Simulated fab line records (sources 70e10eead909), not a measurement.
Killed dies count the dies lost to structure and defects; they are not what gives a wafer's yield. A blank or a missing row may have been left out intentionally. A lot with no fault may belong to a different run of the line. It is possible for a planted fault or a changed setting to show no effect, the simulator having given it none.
fab line records | flow nand_harc
record: lots: 13 | wafers: 39 | last_day: 24
route steps=1159 shown P_BONDPAD@385 A_ZERO_WELL@403 A_ONON_D1@431 END@1159
lots untouched by any fault: they come from a run of this same line in which no faults occurred
start_h: start of the lot's first displayed wafer, in hours after the record's first day | wait_h: hours from the lot's prior step to this one | " same as the row above | L1.1+2: several wafers, shown together as one row | - no value present, or no start provided | * or withheld: withheld | < > ~ a bound
route shown NAME@n: NAME is a module with steps in the file, n the number in the route of the first one | usual: mean/standard deviation taken from wafers without a fault | same: alike in all rows | chamber/n: place in a boat | sites: each site's reading | _std_site: how widely they spread, as a standard deviation | _edge_site: mean of outer sites minus mean of inner sites | radius_mm: for every site, how far away it sits from the centre of the wafer | mask NAME#n: copy n | behind: the tool/chamber that last shaped the wafer | hold: why the lot went on hold/how many hours it stayed there/how the hold came to an end | device: the n, p or np transistor that did not switch | end of line: tests run on the same wafers once the route is complete | step lacking rows: just its recipe | killed: at the first sort, the dies lost to defects and structure; wafer yield is something else | map: per-die view of a wafer (x killed, . not killed, _ where there is no die)
set.NAME: the run value of the setting; set.NAME@STEP: its run value at that earlier step | model.NAME: the simulator's own value behind a step, which no gauge read
steps of the route over a sample of lots; a table a step, a row a wafer
services: from which hour (start_h, from the record's first day; less than 0 if before it) a tool's chamber was out of use, for how many hours, and why
== steps ==
step: NHARC_P_BONDPAD_INSPECT_23
usual: raw_defect_count: 319/99
lot.wafer | tool              | chamber | start_h | wait_h | raw_defect_count
L957.1    | defect_inspect-02 | -       | 135.07  | 0.0    | 253
L957.4    | "                 | -       | "       | "      | 294
L957.6    | "                 | -       | "       | "      | 350
L956.1    | defect_inspect-01 | -       | 135.71  | 0.0    | 248
L956.2    | "                 | -       | "       | "      | 407
L956.4    | "                 | -       | "       | "      | 232
L959.4    | defect_inspect-02 | -       | 148.33  | 0.0    | 348
L959.5    | "                 | -       | "       | "      | 373
L959.6    | "                 | -       | "       | "      | 361
L958.1    | defect_inspect-01 | -       | 156.87  | 0.0    | 383
L958.4    | "                 | -       | "       | "      | 208
L958.6    | "                 | -       | "       | "      | 287
L966.1    | defect_inspect-01 | -       | 193.48  | 0.1    | 293
L966.4    | "                 | -       | "       | "      | 313
L966.5    | "                 | -       | "       | "      | 226
L971.1    | defect_inspect-02 | -       | 230.27  | 0.1    | 211
L971.4    | "                 | -       | "       | "      | 432
L971.5    | "                 | -       | "       | "      | 412
L972.1    | defect_inspect-01 | -       | 230.84  | 0.0    | 334
L972.2    | "                 | -       | "       | "      | 292
L972.5    | "                 | -       | "       | "      | 275
L973.3    | defect_inspect-01 | -       | 236.99  | 0.0    | 567
L973.4    | "                 | -       | "       | "      | 254
L973.5    | "                 | -       | "       | "      | 258
L974.3    | defect_inspect-01 | -       | 237.98  | 0.0    | 190
L974.4    | "                 | -       | "       | "      | 170
L974.6    | "                 | -       | "       | "      | 288
L976.2    | defect_inspect-02 | -       | 252.49  | 0.0    | 541
L976.3    | "                 | -       | "       | "      | 525
L976.4    | "                 | -       | "       | "      | 296
L977.3    | defect_inspect-01 | -       | 255.32  | 0.0    | 347
L977.4    | "                 | -       | "       | "      | 238
L977.6    | "                 | -       | "       | "      | 279
L978.3    | defect_inspect-01 | -       | 263.42  | 0.0    | 238
L978.4    | "                 | -       | "       | "      | 286
L978.5    | "                 | -       | "       | "      | 219
L979.3    | defect_inspect-01 | -       | 271.53  | 0.0    | 165
L979.5    | "                 | -       | "       | "      | 307
L979.6    | "                 | -       | "       | "      | 195
step: NHARC_A_ZERO_WELL_DESCUM_12
recipe: time_s: 3 | o2_flow_sccm: 200 | ar_flow_sccm: 0 | bias_power_w: 0 | chemistry: O2
usual: drypump_motor_current_A: 5.7/0.56 | oes_product_au: 1.003/0.011 | rf_vpp_V: 57.7/0.93 | showerhead_plenum_p_Torr: 1.86/0.079 | throttle_valve_pct: 11.312/0.0085
same: bias_power_w: 0
lot.wafer | tool        | chamber | start_h | wait_h | drypump_motor_current_A | oes_product_au | rf_hours_counter_h | rf_vpp_V | showerhead_plenum_p_Torr | throttle_valve_pct
L957.1    | rie_diel-03 | 3       | 136.41  | -      | 5.7                     | 1.008          | 5                  | 58.9     | 1.86                     | 11.312
L957.4    | "           | 3       | "       | "      | 5.7                     | 1.008          | -                  | 56.3     | 1.86                     | 11.315
L957.6    | "           | 0       | "       | "      | 5.3                     | 0.979          | -                  | 57.3     | 1.94                     | 11.325
L956.4    | rie_diel-05 | 2       | 137.22  | -      | 5.8                     | 0.988          | 10                 | 56.1     | 1.83                     | 11.306
L956.1    | "           | 3       | "       | "      | 6.4                     | 1.004          | 9                  | 55.4     | 1.79                     | 11.307
L956.2    | "           | 1       | "       | "      | 5.6                     | 1.008          | 10                 | 56.4     | 1.88                     | 11.323
L959.4    | rie_diel-03 | 2       | 149.81  | -      | 5.0                     | 1.008          | 4                  | 57.0     | 1.79                     | 11.314
L959.5    | "           | 0       | "       | "      | 5.3                     | 0.977          | -                  | 59.5     | 1.94                     | 11.316
L959.6    | "           | 1       | "       | "      | 5.9                     | 1.013          | -                  | 56.9     | 1.80                     | 11.303
L958.1    | rie_diel-03 | 0       | 158.33  | -      | 5.3                     | 0.971          | 8                  | 58.3     | 1.94                     | 11.319
L958.4    | "           | 3       | "       | "      | 5.7                     | 1.008          | 8                  | 57.5     | 1.86                     | 11.321
L958.6    | "           | 1       | "       | "      | 5.9                     | 1.011          | -                  | 59.1     | 1.80                     | 11.300
L966.1    | rie_diel-05 | 1       | 194.94  | -      | 5.6                     | 0.993          | 1                  | 57.5     | 1.88                     | 11.314
L966.4    | "           | 0       | "       | "      | 5.5                     | 0.997          | 1                  | 58.2     | 2.02                     | 11.328
L966.5    | "           | 1       | "       | "      | 5.6                     | 1.007          | -                  | 57.4     | 1.88                     | 11.304
L971.4    | rie_diel-03 | 1       | 231.62  | -      | 5.9                     | 1.018          | 0                  | 57.3     | 1.79                     | 11.311
L971.1    | "           | 0       | "       | "      | 5.3                     | 1.003          | 0                  | 58.2     | 1.94                     | 11.326
L971.5    | "           | 1       | "       | "      | 5.9                     | 1.005          | -                  | 56.6     | 1.79                     | 11.310
L972.2    | rie_diel-03 | 1       | 232.33  | -      | 5.9                     | 1.008          | 0                  | 58.3     | 1.79                     | 11.319
L972.1    | "           | 3       | "       | "      | 5.7                     | 1.001          | 0                  | 57.4     | 1.86                     | 11.329
L972.5    | "           | 1       | "       | "      | 5.9                     | 1.010          | -                  | 57.9     | 1.79                     | 11.326
L973.3    | rie_diel-12 | 2       | 238.45  | -      | 4.8                     | 1.002          | 2                  | 56.3     | 2.00                     | 11.323
L973.4    | "           | 3       | "       | "      | 5.4                     | 1.014          | 3                  | 56.8     | 1.79                     | 11.311
L973.5    | "           | 2       | "       | "      | 4.8                     | 1.006          | -                  | 59.3     | 2.00                     | 11.313
L974.3    | rie_diel-03 | 0       | 239.47  | -      | 5.3                     | 0.997          | 1                  | 58.4     | 1.94                     | 11.316
L974.4    | "           | 1       | "       | "      | 5.9                     | 0.999          | 1                  | 55.6     | 1.79                     | 11.298
L974.6    | "           | 2       | "       | "      | 5.0                     | 0.988          | -                  | 55.4     | 1.79                     | 11.305
L976.2    | rie_diel-05 | 2       | 253.98  | -      | 5.8                     | 1.008          | 5                  | 58.6     | 1.83                     | 11.316
L976.3    | "           | 3       | "       | "      | 6.5                     | 0.998          | 6                  | 57.8     | 1.79                     | 11.309
L976.4    | "           | 0       | "       | "      | 5.5                     | 1.006          | 5                  | 57.9     | 2.02                     | 11.313
L977.4    | rie_diel-12 | 2       | 256.82  | -      | 4.8                     | 1.009          | 5                  | 58.9     | 2.00                     | 11.313
L977.3    | "           | 0       | "       | "      | 6.7                     | 1.016          | 6                  | 56.7     | 1.81                     | 11.308
L977.6    | "           | 1       | "       | "      | 6.4                     | 1.029          | -                  | 58.2     | 1.86                     | 11.308
L978.4    | rie_diel-03 | 1       | 264.88  | -      | 5.9                     | 1.013          | 3                  | 57.7     | 1.79                     | 11.308
L978.3    | "           | 2       | "       | "      | 5.0                     | 1.004          | 3                  | 56.5     | 1.79                     | 11.307
L978.5    | "           | 2       | "       | "      | 5.0                     | 1.002          | -                  | 57.1     | 1.79                     | 11.314
L979.3    | rie_diel-05 | 3       | 272.89  | -      | 6.4                     | 0.996          | 7                  | 57.6     | 1.79                     | 11.319
L979.6    | "           | 1       | "       | "      | 5.6                     | 0.987          | -                  | 57.4     | 1.88                     | 11.319
L979.5    | "           | 2       | "       | "      | 5.8                     | 1.004          | -                  | 55.9     | 1.83                     | 11.312
step: NHARC_A_ONON_D1_THK_MEAS_11
recipe: thk_meas_gauge: ellipsometry
usual: thk_nm: 1000/7.6
lot.wafer | tool          | chamber | start_h | wait_h | thk_nm
L956.1    | film_metro-02 | -       | 162.60  | -      | 1006
L956.2    | "             | -       | "       | "      | 1006
L956.4    | "             | -       | "       | "      | 1005
L957.1    | film_metro-01 | -       | 162.60  | -      | 996
L957.4    | "             | -       | "       | "      | 997
L957.6    | "             | -       | "       | "      | 995
L959.4    | film_metro-02 | -       | 175.13  | -      | 1003
L959.5    | "             | -       | "       | "      | 1005
L959.6    | "             | -       | "       | "      | 1005
L958.1    | film_metro-02 | -       | 182.45  | -      | 1005
L958.4    | "             | -       | "       | "      | 1004
L958.6    | "             | -       | "       | "      | 1005
L966.1    | film_metro-02 | -       | 218.40  | -      | 992
L966.4    | "             | -       | "       | "      | 990
L966.5    | "             | -       | "       | "      | 990
L972.1    | film_metro-02 | -       | 255.41  | -      | 1006
L972.2    | "             | -       | "       | "      | 1008
L972.5    | "             | -       | "       | "      | 1005
L971.1    | film_metro-02 | -       | 255.43  | -      | 1011
L971.4    | "             | -       | "       | "      | 1010
L971.5    | "             | -       | "       | "      | 1013
L974.3    | film_metro-02 | -       | 264.57  | -      | 993
L974.4    | "             | -       | "       | "      | 993
L974.6    | "             | -       | "       | "      | 995
L973.3    | film_metro-01 | -       | 264.58  | -      | 999
L973.4    | "             | -       | "       | "      | 999
L973.5    | "             | -       | "       | "      | 1001
L976.2    | film_metro-01 | -       | 281.30  | -      | 999
L976.3    | "             | -       | "       | "      | 998
L976.4    | "             | -       | "       | "      | 998
L977.3    | film_metro-02 | -       | 281.30  | -      | 984
L977.4    | "             | -       | "       | "      | 983
L977.6    | "             | -       | "       | "      | 983
L978.3    | film_metro-02 | -       | 289.25  | -      | 987
L978.4    | "             | -       | "       | "      | 987
L978.5    | "             | -       | "       | "      | 989
L979.3    | film_metro-01 | -       | 297.37  | -      | 1005
L979.5    | "             | -       | "       | "      | 1003
L979.6    | "             | -       | "       | "      | 1003
step: NHARC_A_ONON_D1_DEP_19
recipe: target_thk_a: 10000 | n2_flow_sccm: 2750 | n2o_flow_sccm: 2000 | nh3_flow_sccm: 500 | sih4_flow_sccm: 210 | temp_c: 400
lot.wafer  | tool          | chamber | start_h | wait_h
L957.1+4+6 | pecvd_onon-04 | 0       | 171.30  | 0.1
L956.1+2+4 | pecvd_onon-02 | 0       | 171.31  | 0.1
L959.4+5+6 | pecvd_onon-03 | 0       | 183.98  | 0.2
L958.1+4+6 | pecvd_onon-04 | 0       | 190.17  | 0.1
L966.1+4+5 | pecvd_onon-02 | 0       | 229.30  | 0.1
L971.1+4+5 | pecvd_onon-03 | 0       | 266.67  | 0.1
L972.1+2+5 | pecvd_onon-04 | 0       | 266.69  | 0.1
L973.3+4+5 | pecvd_onon-03 | 0       | 274.50  | 0.2
L974.3+4+6 | pecvd_onon-04 | 0       | 274.50  | 0.2
L976.2+3+4 | pecvd_onon-04 | 0       | 289.20  | 0.1
L977.3+4+6 | pecvd_onon-02 | 0       | 289.26  | 0.2
L978.3+4+5 | pecvd_onon-04 | 0       | 297.19  | 0.2
L979.3+5+6 | pecvd_onon-04 | 0       | 306.50  | 0.2
step: NHARC_A_ONON_D1_THK_MEAS_21
recipe: thk_meas_gauge: ellipsometry
usual: thk_nm: 1001/10
lot.wafer | tool          | chamber | start_h | wait_h | thk_nm
L957.1    | film_metro-01 | -       | 171.81  | -      | 990
L957.4    | "             | -       | "       | "      | 991
L957.6    | "             | -       | "       | "      | 991
L956.1    | film_metro-02 | -       | 171.82  | -      | 1011
L956.2    | "             | -       | "       | "      | 1011
L956.4    | "             | -       | "       | "      | 1011
L959.4    | film_metro-01 | -       | 184.32  | -      | 987
L959.5    | "             | -       | "       | "      | 989
L959.6    | "             | -       | "       | "      | 986
L958.1    | film_metro-02 | -       | 190.68  | -      | 988
L958.4    | "             | -       | "       | "      | 989
L958.6    | "             | -       | "       | "      | 989
L966.1    | film_metro-02 | -       | 229.81  | -      | 1530
L966.4    | "             | -       | "       | "      | 998
L966.5    | "             | -       | "       | "      | 999
L971.1    | film_metro-01 | -       | 267.18  | -      | 1010
L971.4    | "             | -       | "       | "      | 1010
L971.5    | "             | -       | "       | "      | 1011
L972.1    | film_metro-02 | -       | 267.21  | -      | 998
L972.2    | "             | -       | "       | "      | 997
L972.5    | "             | -       | "       | "      | 997
L973.3    | film_metro-01 | -       | 274.89  | -      | 1012
L973.4    | "             | -       | "       | "      | 1011
L973.5    | "             | -       | "       | "      | 1010
L974.3    | film_metro-02 | -       | 274.90  | -      | 1010
L974.4    | "             | -       | "       | "      | 1008
L974.6    | "             | -       | "       | "      | 1009
L976.2    | film_metro-02 | -       | 289.65  | -      | 983
L976.3    | "             | -       | "       | "      | 980
L976.4    | "             | -       | "       | "      | 979
L977.3    | film_metro-01 | -       | 289.65  | -      | 1001
L977.4    | "             | -       | "       | "      | 1001
L977.6    | "             | -       | "       | "      | 1001
L978.3    | film_metro-01 | -       | 297.58  | -      | 1005
L978.4    | "             | -       | "       | "      | 1004
L978.5    | "             | -       | "       | "      | 1004
L979.3    | film_metro-02 | -       | 306.89  | -      | 1008
L979.5    | "             | -       | "       | "      | 1008
L979.6    | "             | -       | "       | "      | 1008
step: NHARC_END_SORT_01
recipe: temp_c: 25
usual: killed_at_array: 26/11 | killed_at_other: 0.6/1 | killed_at_periphery: 3.1/2.1 | killed_dies: 30/11 | killed_open: 3.4/1.8 | killed_short: 2.1/1.5
same: gross_dies: 677
lot.wafer | tool      | chamber | start_h | wait_h | killed_at_array | killed_at_other | killed_at_periphery | killed_dies | killed_open | killed_short
L966.1    | prober-02 | 0       | 502.39  | 2.5    | 674             | 0               | 3                   | 677         | 5           | 2
L966.4    | prober-02 | 0       | 504.76  | 3.4    | 25              | 1               | 7                   | 33          | 5           | 5
L966.5    | prober-02 | 0       | 505.55  | 3.7    | 21              | 0               | 1                   | 22          | 3           | 0
killed by level:class
L966.1 A_ONON_D1:area_dep=650 A_CHANNEL_HOLE_D1:chamber_film_flake=17 P_CONTACT:geometric_particle:short=1 P_M2:geometric_particle:open=1 A_SOURCE_PLATE:geometric_particle:open=1 A_CHANNEL_FILL_D1:geometric_particle:open=1 A_CHANNEL_FILL_D1:geometric_particle:short=1 A_CONTACT:geometric_particle:open=1
L966.4 A_CHANNEL_HOLE_D1:chamber_film_flake=13 P_ZERO_WELL:chamber_film_flake=4 A_CHANNEL_FILL_D1:chamber_film_flake=3 A_CONTACT:geometric_particle:open=2 P_CONTACT:geometric_particle:open=1 P_M2:geometric_particle:open=1 A_SOURCE_PLATE:geometric_particle:short=1 A_ONON_D1:geometric_particle:short=1
L966.5 A_CHANNEL_HOLE_D1:chamber_film_flake=15 A_M0:geometric_particle:open=2 A_CONTACT:chamber_film_flake=2 A_CHANNEL_FILL_D1:geometric_particle:open=1 P_ZERO_WELL:chamber_film_flake=1 A_WL_FILL:chamber_film_flake=1
== services ==
tool          | chamber | start_h | hours | kind
rie_diel-03   | 0       | 120.80  | -     | clean
rie_diel-03   | 1       | 120.80  | -     | clean
rie_diel-03   | 2       | 120.80  | -     | clean
rie_diel-03   | 3       | 120.80  | -     | clean
rie_diel-03   | 2       | 122.87  | 23.3  | repair
pecvd_onon-04 | -       | 128.60  | 3.8   | repair
rie_diel-03   | 0       | 145.30  | -     | clean
rie_diel-03   | 1       | 145.30  | -     | clean
rie_diel-03   | 3       | 145.30  | -     | clean
rie_diel-12   | 2       | 148.79  | 1.5   | repair
pecvd_onon-03 | -       | 153.12  | 13.0  | pm
rie_diel-05   | -       | 163.60  | 9.0   | pm
rie_diel-03   | 0       | 169.80  | -     | clean
rie_diel-03   | 1       | 169.80  | -     | clean
rie_diel-03   | 2       | 169.80  | -     | clean
rie_diel-03   | 0       | 184.59  | 5.1   | repair
rie_diel-12   | 3       | 184.69  | 3.1   | repair
rie_diel-05   | 0       | 188.23  | 3.9   | repair
rie_diel-12   | -       | 202.40  | 9.0   | pm
rie_diel-03   | -       | 215.30  | 9.0   | pm
pecvd_onon-04 | -       | 237.00  | 13.0  | pm
rie_diel-03   | 1       | 283.16  | 16.1  | repair
pecvd_onon-02 | -       | 292.09  | 13.0  | pm
rie_diel-05   | 3       | 292.27  | 8.1   | repair
== key ==
first_sign: step: NHARC_A_ONON_D1_THK_MEAS_21 | reading: thk_nm | direction: up | sigmas: 50 | usual: 1001 | struck: 1530
effect: step: NHARC_END_SORT_01 | reading: killed_dies | direction: up | sigmas: 59 | usual: 30 | struck: 677
more_kills_born_at: NHARC_A_ONON_D1_DEP_19@pecvd_onon-02: 650
met_at NHARC_A_ONON_D1_DEP_19
struck_lots L966
struck_wafers L966.1
later_rows_left_out L966.1
tester_left_out L966
not_acting_at NHARC_P_BONDPAD_INSPECT_23,NHARC_A_ZERO_WELL_DESCUM_12,NHARC_A_ONON_D1_THK_MEAS_11
onset_between 171.31 229.30
fault: kind: process_parameter_drift | tool: pecvd_onon-02 | chamber: - | onset_h: 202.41 | steps: NHARC_A_ONON_D1_DEP_19 | channel: target_thk_a | offset: * | shape: step | end_h: 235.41 | scope: struck_wafers_only | acts_in: * | stated: *
tester_left_out: of these lots the tester's yield and bins aren't shown, on N5 and GAA mostly nor the transistor test; their killed dies are dies lost to structure and defects alone, not to doping, threshold or leakage, so they don't give the yield
later_rows_left_out: the simulator's readings of these wafers behind a module that went badly wrong aren't trusted and aren't shown, but for the sort
